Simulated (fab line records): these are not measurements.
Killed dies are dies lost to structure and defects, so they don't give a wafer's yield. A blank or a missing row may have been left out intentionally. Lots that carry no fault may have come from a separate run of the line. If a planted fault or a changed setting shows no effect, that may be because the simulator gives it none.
Matching of chambers	flow nand_harc	NHARC_A_STAIRCASE_DESCUM_219 on rie_diel-10 has 4 sister chambers
The step chemistry O2, time 3 s. 7 wafers are shown with their chamber, then 8 later ones without.

== EACH WAFER AND ITS CHAMBER ==
wafer	chamber	oes_product_au (a.u.)	showerhead_plenum_p_Torr (Torr)
L080.5	0	1.006	1.86
L088.2	0	1.008	1.85
L089.3	3	0.998	2.06
L092.1	1	0.992	1.78
L092.5	2	0.985	1.90
L092.6	3	0.990	2.06
L094.2	1	1.000	1.78

== WAFERS MISSING THEIR CHAMBER ==
wafer	oes_product_au (a.u.)	showerhead_plenum_p_Torr (Torr)
L094.4	1.001	2.06
L094.5	1.003	1.90
L095.3	1.015	1.78
L095.4	1.003	1.90
L095.6	1.003	1.90
L096.1	0.993	1.78
L096.3	0.993	1.90
L096.6	0.993	2.06

== THE CHAMBER EACH PASSED THROUGH ==
wafer	from the rows above	in truth
L094.4	3	3
L094.5	2	2
L095.3	1	1
L095.4	2	2
L095.6	2	2
L096.1	1	1
L096.3	2	2
L096.6	3	3
Correct placement for 8 of the 8. From these rows, 0 cannot be placed. 0 placed wrongly.
How it was worked out, from the rows above alone: a wafer's distance from a chamber is the root of the sum, over the readings, of the square of ((its reading less the chamber's mean) divided by the reading's scatter). The wafer belongs to the nearest chamber; if the next one is less than 2 further off, it can't be placed. For every chamber, the mean is computed from those of its wafers that are shown. The scatter is the square root of a quotient: the sum, over the shown wafers, of each reading's squared deviation from its chamber's mean, divided by wafers minus chambers.
